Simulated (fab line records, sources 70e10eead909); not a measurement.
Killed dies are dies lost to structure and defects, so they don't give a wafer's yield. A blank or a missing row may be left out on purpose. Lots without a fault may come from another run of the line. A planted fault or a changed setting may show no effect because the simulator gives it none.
Chamber matching | flow nand_harc | NHARC_A_BLC_STRIP_29 on rie_diel-02: 4 sister chambers
The step strips in CF4. 4 wafers are shown with their chamber, then 9 later ones without.

WAFERS WITH THEIR CHAMBER
wafer  | chamber | drypump_motor_current_A (A)
L080.2 | 2       | 5.2
L084.5 | 3       | 5.9
L083.2 | 0       | 5.2
L083.5 | 1       | 5.8

WAFERS WITHOUT THEIR CHAMBER
wafer  | drypump_motor_current_A (A)
L092.2 | 5.3
L092.3 | 5.8
L092.6 | 5.2
L097.1 | 5.9
L097.2 | 5.2
L097.6 | 5.2
L096.2 | 5.2
L096.3 | 5.3
L096.5 | 5.3

WHICH CHAMBER EACH WENT THROUGH
wafer  | from the rows above     | in truth
L092.2 | can't be placed: 0 or 2 | 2
L092.3 | can't be placed: 1 or 3 | 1
L092.6 | can't be placed: 0 or 2 | 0
L097.1 | can't be placed: 3 or 1 | 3
L097.2 | can't be placed: 0 or 2 | 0
L097.6 | can't be placed: 0 or 2 | 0
L096.2 | can't be placed: 0 or 2 | 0
L096.3 | can't be placed: 0 or 2 | 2
L096.5 | can't be placed: 0 or 2 | 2
Placed correctly: 0 of 9. Can't be placed from these rows: 9 (the true chamber is among the candidates in 9). Placed wrongly: 0.
How it was worked out, from the rows above alone: a wafer's distance from a chamber is the root of the sum, over the readings, of the square of ((its reading less the chamber's mean) divided by the reading's scatter). The wafer belongs to the nearest chamber; if the next one is less than 2 further off, it can't be placed. A chamber's mean is the mean of its shown wafers. The scatter: with one shown wafer a chamber, the root of the mean of the squares of how far each hidden wafer lies from its nearest shown one.
